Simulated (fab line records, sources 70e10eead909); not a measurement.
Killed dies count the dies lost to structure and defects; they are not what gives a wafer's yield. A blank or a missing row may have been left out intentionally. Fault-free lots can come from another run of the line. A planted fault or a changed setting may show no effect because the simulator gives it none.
fab line records	flow nand-harc
[record] lots = 6	wafers = 18	last-day = 33
route steps=1302 shown P_ZERO_WELL@68 P_STI@69
lots with no fault: from the same line, run without faults
start-h: hours from the record's opening day to when the first of the lot's shown wafers began	wait-h: time in hours since the lot's previous step	" identical to the entry in the row above	L1.1+2: one row covering several wafers at once	- either no value or no given start	* or withheld: withheld	< > ~ a bound
route shown NAME@n: a module of which the file shows steps, and the number in the route of the first	usual: mean and standard deviation over wafers with no fault	same: alike in all rows	chamber/n: place in a boat	sites: each site's reading	_std_site: standard deviation of those values	_edge_site: inner sites' mean taken away from outer sites' mean	radius-mm: for every site, how far away it sits from the centre of the wafer	mask NAME#n: copy n	behind: tool/chamber where the wafer was last shaped	hold: what put the lot on hold/how long, in hours/how the hold closed	device: names the non-switching transistor (n, p or np)	end of line: the tests these same wafers got at the end of their route	a step without rows: its recipe alone	killed: dies that structure and defects cost at the first sort, which is not the same as the wafer's yield	map: shows each die of a wafer: x if killed, . if not, _ if none is there
set.NAME: the setting the step ran with; set.NAME@STEP: the setting that earlier step ran with	model.NAME: the simulator's own value behind a step, which no gauge read
a table for each step, a row for each wafer; lots at some steps of the route
services: when a tool's chamber went out of use (start-h, in hours from the record's first day, below 0 if earlier), for how many hours, and the reason
[[steps]]
[step NHARC_P_ZERO_WELL_INSPECT_43]
[usual] raw-defect-count = 13/5.4
lot.wafer	tool	chamber	start-h	wait-h	raw-defect-count
L780.3	defect-inspect-01	-	67.57	0.4	14
L780.4	"	-	"	"	19
L780.6	"	-	"	"	18
L782.1	defect-inspect-02	-	87.57	0.6	18
L782.2	"	-	"	"	4
L782.3	"	-	"	"	16
L787.1	defect-inspect-01	-	137.54	0.6	13
L787.2	"	-	"	"	15
L787.3	"	-	"	"	16
L796.1	defect-inspect-02	-	228.58	0.6	14
L796.3	"	-	"	"	8
L796.4	"	-	"	"	21
L798.3	defect-inspect-01	-	247.59	0.4	9
L798.4	"	-	"	"	11
L798.6	"	-	"	"	9
L799.2	defect-inspect-02	-	257.60	0.5	11
L799.5	"	-	"	"	8
L799.6	"	-	"	"	12
[step NHARC_P_STI_ETCH_26]
[recipe] target-depth-a = 110	chemistry = dHF	material = SiO2
[step NHARC_P_STI_PRECLEAN_27]
[recipe] time-s = *	temp-c = 50	bath-age-min = 0	chemistry = SC1
[step NHARC_P_STI_SRD_28]
[step NHARC_P_STI_OXIDE_29]
[recipe] target-thk-a = 100	temp-c = 900	ox-time-s = 1362	material = SiO2
[step NHARC_P_STI_HM_DEP_30]
[recipe] target-thk-a = 800	temp-c = 790	pressure-mtorr = 300	time-s = 873	material = Si3N4
[step NHARC_P_STI_DEHYDRATE_01]
[recipe] temp-c = 150	time-s = 120
[step NHARC_P_STI_HMDS_02]
[recipe] time-s = 30
[step NHARC_P_STI_COAT_41]
[recipe] temp-c = 200	time-s = 65
[step NHARC_P_STI_COAT_03]
[recipe] spin-rpm = 2000	resist-thk-nm = 600
[step NHARC_P_STI_SOFTBAKE_04]
[recipe] temp-c = 125	time-s = 70
[step NHARC_P_STI_EBR_05]
[step NHARC_P_STI_EXPOSE_06]
[recipe] na = 0.55	target-cd-nm = 200	dose-mj = 37.69	mask-id = P_STI
[usual] reticle-temp-C = 23.00/0.11
lot.wafer	tool	chamber	start-h	wait-h	mask	reticle-temp-C
L780.3	krf-scanner-01	0	83.11	-	P_STI#0	23.07
L780.4	"	0	"	"	P_STI#0	22.95
L780.6	"	0	"	"	P_STI#0	22.82
L782.1	krf-scanner-01	0	102.15	-	P_STI#0	23.06
L782.2	"	0	"	"	P_STI#0	23.07
L782.3	"	0	"	"	P_STI#0	23.18
L787.1	krf-scanner-01	0	149.89	-	P_STI#0	23.00
L787.2	"	0	"	"	P_STI#0	23.01
L787.3	"	0	"	"	P_STI#0	22.89
L796.1	krf-scanner-03	0	245.31	-	P_STI#0	22.86
L796.3	"	0	"	"	P_STI#0	23.03
L796.4	"	0	"	"	P_STI#0	23.05
L798.3	krf-scanner-01	0	262.64	-	P_STI#0	23.04
L798.4	"	0	"	"	P_STI#0	22.97
L798.6	"	0	"	"	P_STI#0	22.97
L799.2	krf-scanner-01	0	275.86	-	P_STI#0	23.05
L799.5	"	0	"	"	P_STI#0	22.87
L799.6	"	0	"	"	P_STI#0	22.84
[step NHARC_P_STI_PEB_07]
[recipe] peb-temp-c = 128	peb-time-s = 80
[step NHARC_P_STI_DEVELOP_08]
[recipe] time-s = 50	dev-temp-c = 22
[step NHARC_P_STI_CD_MEAS_09]
[recipe] target-cd-nm = 200	landing-energy-ev = 500
[usual] cd-nm = 200.7/2.1
[same] landing-energy-ev = 500
lot.wafer	tool	chamber	start-h	wait-h	cd-nm
L780.3	cd-sem-03	0	83.26	-	201.9
L780.4	"	0	"	"	201.6
L780.6	"	0	"	"	202.5
L782.1	cd-sem-02	0	102.30	-	199.3
L782.2	"	0	"	"	198.2
L782.3	"	0	"	"	199.5
L787.1	cd-sem-02	0	150.05	-	199.2
L787.2	"	0	"	"	201.4
L787.3	"	0	"	"	197.5
L796.1	cd-sem-02	0	245.46	-	201.1
L796.3	"	0	"	"	198.8
L796.4	"	0	"	"	197.7
L798.3	cd-sem-02	0	262.79	-	200.3
L798.4	"	0	"	"	157.8
L798.6	"	0	"	"	200.2
L799.2	cd-sem-02	0	276.01	-	154.7
L799.5	"	0	"	"	200.6
L799.6	"	0	"	"	199.5
[step NHARC_P_STI_OVL_MEAS_10]
[usual] overlay-x-nm = 0/5.1	overlay-y-nm = 0/5.5
lot.wafer	tool	chamber	start-h	wait-h	overlay-x-nm	overlay-y-nm
L780.3	overlay-01	-	83.34	-	-7	-1
L780.4	"	-	"	"	-7	-1
L780.6	"	-	"	"	-7	0
L782.1	overlay-02	-	102.39	-	0	6
L782.2	"	-	"	"	1	5
L782.3	"	-	"	"	1	6
L787.1	overlay-02	-	150.14	-	2	2
L787.2	"	-	"	"	2	2
L787.3	"	-	"	"	2	2
L796.1	overlay-02	-	245.55	-	-5	5
L796.3	"	-	"	"	-5	5
L796.4	"	-	"	"	-5	5
L798.3	overlay-01	-	262.87	-	-10	2
L798.4	"	-	"	"	-10	2
L798.6	"	-	"	"	-10	1
L799.2	overlay-02	-	276.09	-	-8	-3
L799.5	"	-	"	"	-7	-3
L799.6	"	-	"	"	-7	-3
[step NHARC_P_STI_INSPECT_11]
[usual] raw-defect-count = 5.3/2.7
lot.wafer	tool	chamber	start-h	wait-h	raw-defect-count
L780.3	defect-inspect-02	-	83.38	0.0	4
L780.4	"	-	"	"	4
L780.6	"	-	"	"	1
L782.1	defect-inspect-01	-	102.43	0.0	4
L782.2	"	-	"	"	7
L782.3	"	-	"	"	4
L787.1	defect-inspect-02	-	150.18	0.0	5
L787.2	"	-	"	"	2
L787.3	"	-	"	"	8
L796.1	defect-inspect-01	-	245.59	0.0	10
L796.3	"	-	"	"	7
L796.4	"	-	"	"	3
L798.3	defect-inspect-01	-	262.91	0.0	2
L798.4	"	-	"	"	5
L798.6	"	-	"	"	3
L799.2	defect-inspect-02	-	276.13	0.0	2
L799.5	"	-	"	"	2
L799.6	"	-	"	"	2
[step NHARC_P_STI_HARDBAKE_13]
[recipe] temp-c = 118	time-s = 65
[step NHARC_P_STI_DESCUM_14]
[recipe] time-s = 3	o2-flow-sccm = 200	ar-flow-sccm = 0	bias-power-w = 0	chemistry = O2
[usual] drypump-motor-current-A = 5.7/0.42	o2-flow-sccm = 200.0/0.58	oes-product-au = 1.000/0.01	rf-vpp-V = 57.9/0.92	showerhead-plenum-p-Torr = 1.96/0.068	throttle-valve-pct = 11.311/0.0085
[same] bias-power-w = 0
lot.wafer	tool	chamber	start-h	wait-h	drypump-motor-current-A	o2-flow-sccm	oes-product-au	rf-hours-counter-h	rf-vpp-V	showerhead-plenum-p-Torr	throttle-valve-pct	model.P_STI.cd-nm
L780.4	rie-diel-05	2	83.51	-	5.2	200.2	0.988	1	57.9	2.02	11.321	202.2
L780.3	"	0	"	"	5.6	199.4	0.988	1	58.3	1.88	11.305	202.1
L780.6	"	2	"	"	5.2	200.9	0.994	-	58.4	2.02	11.316	202.3
L782.2	rie-diel-09	1	102.57	-	5.2	200.0	1.002	8	58.0	2.00	11.330	197.9
L782.1	"	2	"	"	5.2	200.0	1.015	8	57.7	2.06	11.320	199.5
L782.3	"	3	"	"	6.3	199.7	0.993	7	58.9	2.01	11.309	200.2
L787.1	rie-diel-05	2	150.31	-	5.2	198.9	1.015	4	58.8	2.02	11.308	200
L787.2	"	3	"	"	6.0	200.8	1.013	4	57.7	1.93	11.305	201.7
L787.3	"	1	"	"	6.0	200.1	0.988	4	57.2	1.82	11.318	196.9
L796.1	rie-diel-05	3	245.72	-	6.0	199.7	1.002	0	58.5	1.93	11.312	200.3
L796.3	"	0	"	"	5.6	199.8	1.006	0	58.3	1.88	11.302	199
L796.4	"	1	"	"	6.0	200.0	0.998	0	57.0	1.82	11.313	197.7
L798.4	rie-diel-03	3	263.06	-	6.0	200.1	0.988	13	59.0	1.94	11.308	158.1
L798.3	"	1	"	"	5.5	200.2	0.989	12	57.7	1.91	11.305	200.8
L798.6	"	0	"	"	5.6	200.5	0.996	-	58.5	1.92	11.309	199.6
L799.2	rie-diel-03	3	276.28	-	6.0	200.5	0.995	15	58.1	1.94	11.308	154.3
L799.6	"	1	"	"	5.5	200.3	1.001	-	58.0	1.91	11.306	200.3
L799.5	"	2	"	"	5.9	200.5	1.003	-	57.1	1.98	11.312	200.7
[step NHARC_P_STI_ETCH_42]
[recipe] target-depth-a = 800	overetch-a = 240	time-s = 61	ion-energy-ev = 200	n2-flow-sccm = 150	h2-flow-sccm = 150	ar-flow-sccm = 0	rf-w = 400	bias-w = 150	chemistry = N2/H2
[usual] drypump-motor-current-A = 5.7/0.43	oes-product-au = 1.000/0.011	rf-vpp-V = 432.0/2.2	showerhead-plenum-p-Torr = 2.09/0.075	throttle-valve-pct = 14.171/0.0094
lot.wafer	tool	chamber	start-h	wait-h	drypump-motor-current-A	oes-product-au	rf-hours-counter-h	rf-vpp-V	showerhead-plenum-p-Torr	throttle-valve-pct
L780.4	rie-diel-05	1	83.60	0.1	6.0	0.999	1	425.9	1.94	14.174
L780.3	"	3	"	"	6.0	1.005	1	431.1	2.06	14.186
L780.6	"	1	"	"	6.0	0.988	-	428.8	1.94	14.174
L782.2	rie-diel-09	1	102.65	0.1	5.2	0.988	8	432.9	2.14	14.182
L782.3	"	2	"	"	5.2	1.005	8	433.6	2.20	14.179
L782.1	"	3	"	"	6.3	0.998	7	432.9	2.14	14.173
L787.3	rie-diel-05	2	150.40	0.1	5.2	1.007	4	433.5	2.15	14.191
L787.1	"	3	"	"	5.9	1.004	4	432.2	2.06	14.167
L787.2	"	0	"	"	5.6	0.992	5	428.9	2.01	14.182
L796.1	rie-diel-05	3	245.81	0.1	6.0	0.999	0	430.9	2.06	14.164
L796.4	"	0	"	"	5.6	1.018	0	429.5	2.00	14.158
L796.3	"	2	"	"	5.1	1.008	0	433.0	2.15	14.153
L798.4	rie-diel-03	1	263.15	0.1	5.5	0.991	12	430.4	2.03	14.168
L798.3	"	2	"	"	5.9	1.012	13	430.5	2.12	14.165
L798.6	"	0	"	"	5.6	1.004	-	431.1	2.05	14.169
L799.2	rie-diel-03	1	276.35	0.1	5.5	0.976	14	431.1	2.03	14.167
L799.6	"	0	"	"	5.6	0.991	-	431.2	2.05	14.175
L799.5	"	1	"	"	5.5	0.990	-	431.1	2.03	14.161
[step NHARC_P_STI_ETCH_31]
[recipe] target-depth-a = 1089	time-s = 54.5	cf4-flow-sccm = 100	chf3-flow-sccm = 30	ar-flow-sccm = 0	rf-w = 500	bias-w = 200	chemistry = CF4/CHF3
[usual] cf4-flow-sccm = 100.00/0.3	drypump-motor-current-A = 5.7/0.42	oes-product-au = 0.966/0.014	rf-vpp-V = 371.7/2	showerhead-plenum-p-Torr = 1.61/0.054	throttle-valve-pct = 16.802/0.0086
lot.wafer	tool	chamber	start-h	wait-h	cf4-flow-sccm	drypump-motor-current-A	oes-product-au	rf-hours-counter-h	rf-vpp-V	showerhead-plenum-p-Torr	throttle-valve-pct
L780.4	rie-diel-05	2	-	-	100.19	5.1	0.955	1	373.8	1.66	16.801
L780.3	"	3	"	"	99.94	6.0	0.963	1	371.3	1.59	16.781
L780.6	"	2	"	"	100.20	5.2	0.955	-	372.4	1.66	16.802
L782.3	rie-diel-09	2	-	-	100.10	5.2	0.979	8	373.7	1.69	16.800
L782.1	"	3	"	"	99.72	6.3	0.974	7	372.4	1.65	16.807
L782.2	"	0	"	"	100.61	6.5	0.968	8	373.9	1.67	16.818
L787.3	rie-diel-05	0	-	-	100.00	5.6	0.976	5	368.9	1.55	16.801
L787.2	"	1	"	"	100.13	6.0	0.961	4	368.7	1.50	16.800
L787.1	"	2	"	"	99.88	5.1	0.964	4	373.2	1.65	16.802
L796.4	rie-diel-05	1	-	-	99.77	6.0	0.954	0	367.6	1.50	16.810
L796.1	"	3	"	"	100.48	6.0	0.946	0	370.7	1.58	16.811
L796.3	"	0	"	"	100.43	5.6	0.964	0	368.6	1.55	16.794
L798.4	rie-diel-03	0	-	-	99.94	5.6	0.942	13	371.8	1.58	16.821
L798.3	"	3	"	"	100.10	6.0	0.923	13	371.6	1.60	16.802
L798.6	"	0	"	"	100.07	5.6	0.939	-	369.7	1.58	16.811
L799.2	rie-diel-03	1	-	-	99.98	5.5	0.951	14	370.2	1.57	16.810
L799.5	"	2	"	"	100.52	5.9	0.970	-	370.6	1.63	16.793
L799.6	"	3	"	"	99.72	6.0	0.969	-	371.4	1.60	16.802
[step NHARC_P_STI_ETCH_15]
[recipe] target-depth-a = 3000	taper-deg = 4	time-s = 100.1	hbr-flow-sccm = 150	cl2-flow-sccm = 50	rf-w = 400	icp-w = 400	bias-w = 100	chemistry = HBr/Cl2
[usual] drypump-motor-current-A = 5.9/0.33	oes-product-au = 1.000/0.0096	throttle-valve-pct = 26.405/0.0089
lot.wafer	tool	chamber	start-h	wait-h	drypump-motor-current-A	oes-product-au	rf-hours-counter-h	throttle-valve-pct	model.P_STI.cd-nm
L780.4	rie-si-06	3	83.79	-	5.5	1.005	0.0	26.382	200.8
L780.3	"	0	"	"	5.4	1.014	0.0	26.393	201.7
L780.6	"	3	"	"	5.5	1.001	-	26.399	201
L782.3	rie-si-06	2	102.85	-	5.6	1.003	0.1	26.410	200.1
L782.2	"	3	"	"	5.5	0.996	0.1	26.408	196.6
L782.1	"	0	"	"	5.3	1.014	0.1	26.396	199.6
L787.1	rie-si-06	0	150.61	-	5.4	1.013	0.5	26.415	198.5
L787.3	"	1	"	"	6.2	0.998	0.5	26.402	195.6
L787.2	"	2	"	"	5.6	1.001	0.4	26.410	201.4
L796.3	rie-si-01	3	246.00	-	6.2	0.994	0.3	26.397	198.5
L796.1	"	1	"	"	6.3	1.008	0.3	26.419	199.4
L796.4	"	2	"	"	5.7	0.997	0.3	26.394	196.8
L798.4	rie-si-06	2	263.37	-	5.6	1.003	0.0	26.406	156.9
L798.3	"	3	"	"	5.5	1.006	0.0	26.399	198.7
L798.6	"	1	"	"	6.2	1.004	-	26.396	199.1
L799.2	rie-si-03	1	276.58	-	6.1	1.012	0.3	26.415	154.3
L799.6	"	2	"	"	5.6	1.014	-	26.408	199.8
L799.5	"	3	"	"	5.7	1.016	-	26.400	198.5
[step NHARC_P_STI_CD_MEAS_16]
[usual] cd-nm = 200.2/2.3
lot.wafer	tool	chamber	start-h	wait-h	cd-nm
L780.3	cd-sem-03	-	83.95	-	202.0
L780.4	"	-	"	"	200.7
L780.6	"	-	"	"	201.0
L782.1	cd-sem-01	-	103.00	-	200.0
L782.2	"	-	"	"	196.7
L782.3	"	-	"	"	200.3
L787.1	cd-sem-01	-	150.75	-	198.3
L787.2	"	-	"	"	201.2
L787.3	"	-	"	"	195.9
L796.1	cd-sem-02	-	246.16	-	199.1
L796.3	"	-	"	"	198.5
L796.4	"	-	"	"	196.7
L798.3	cd-sem-02	-	263.51	-	199.1
L798.4	"	-	"	"	157.1
L798.6	"	-	"	"	199.4
L799.2	cd-sem-01	-	276.70	-	154.3
L799.5	"	-	"	"	198.9
L799.6	"	-	"	"	200.0
[step NHARC_P_STI_OCD_MEAS_17]
[usual] trench-foot-cd-nm = 158.7/2.1
lot.wafer	tool	chamber	start-h	wait-h	trench-foot-cd-nm
L780.3	ocd-01	-	84.04	0.1	158.1
L780.4	"	-	"	"	159.7
L780.6	"	-	"	"	159.5
L782.1	ocd-01	-	103.09	0.1	156.6
L782.2	"	-	"	"	156.4
L782.3	"	-	"	"	156.9
L787.1	ocd-02	-	150.84	0.1	156.4
L787.2	"	-	"	"	159.6
L787.3	"	-	"	"	155.8
L796.1	ocd-01	-	246.25	0.1	158.8
L796.3	"	-	"	"	157.2
L796.4	"	-	"	"	156.0
L798.3	ocd-01	-	263.59	0.1	158.2
L798.4	"	-	"	"	115.7
L798.6	"	-	"	"	157.7
L799.2	ocd-02	-	276.79	0.1	112.8
L799.5	"	-	"	"	157.4
L799.6	"	-	"	"	157.9
[step NHARC_P_STI_STRIP_19]
[recipe] time-s = 900	temp-c = 130	chemistry = SPM
[[services]]
tool	chamber	start-h	hours	kind
rie-si-06	-	72.00	9.0	pm
rie-diel-09	-	84.11	1.0	repair
krf-scanner-03	-	85.74	0.8	repair
krf-scanner-01	-	86.50	4.7	repair
rie-diel-03	-	104.30	9.0	pm
rie-diel-03	3	115.10	5.6	repair
krf-scanner-01	-	127.57	1.5	repair
rie-si-01	2	135.98	11.8	repair
rie-diel-03	0	136.18	7.2	repair
rie-diel-09	0	138.83	13.4	repair
krf-scanner-01	-	140.00	4.0	pm
rie-diel-09	-	143.10	9.0	pm
rie-diel-09	3	159.32	17.5	repair
rie-diel-05	-	170.21	1.7	repair
rie-diel-09	2	190.39	6.3	repair
rie-diel-09	1	190.47	4.5	repair
rie-si-01	-	193.00	9.0	pm
rie-si-03	1	213.28	7.2	repair
rie-si-03	-	221.00	9.0	pm
krf-scanner-03	-	224.00	4.0	pm
rie-diel-05	-	229.60	9.0	pm
rie-si-01	0	231.24	5.7	repair
rie-si-06	-	249.00	9.0	pm
rie-diel-05	2	271.08	36.8	repair
[[key]]
[first-sign] step = NHARC_P_STI_CD_MEAS_09	reading = cd-nm	direction = down	sigmas = 21	usual = 200.7	struck = 156.2
[effect] step = NHARC_P_STI_CD_MEAS_16	reading = cd-nm	direction = down	sigmas = 19	usual = 200.2	struck = 155.7
[effect] step = NHARC_P_STI_OCD_MEAS_17	reading = trench-foot-cd-nm	direction = down	sigmas = 21	usual = 158.7	struck = 114.2
[model-effect] step = NHARC_P_STI_DESCUM_14	value = P_STI.cd-nm	without = 201.4	struck = 156.2
[model-effect] step = NHARC_P_STI_ETCH_15	value = P_STI.cd-nm	without = 200.8	struck = 155.6
met-at NHARC_P_STI_EXPOSE_06
struck-wafers L798.4,L799.2
later-rows-left-out L798.4,L799.2
sort-left-out L798.4,L799.2
tester-left-out L798,L799
onset-between 149.89 262.64
[fault] kind = process-parameter-drift	tool = krf-scanner-01	chamber = -	onset-h = 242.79	steps = NHARC_P_STI_EXPOSE_06	channel = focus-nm	offset = 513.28	shape = step	end-h = 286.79	scope = struck-wafers-only
// tester-left-out: of these lots the tester's yield and bins aren't shown, on N5 and GAA mostly nor the transistor test; their killed dies are dies lost to structure and defects alone, not to doping, threshold or leakage, so they don't give the yield
// sort-left-out: the simulated sort isn't trusted on such a fault, so these wafers' sort isn't shown, and their yield isn't known
// later-rows-left-out: the simulator's readings of these wafers behind a module that went badly wrong aren't trusted and aren't shown, but for the sort
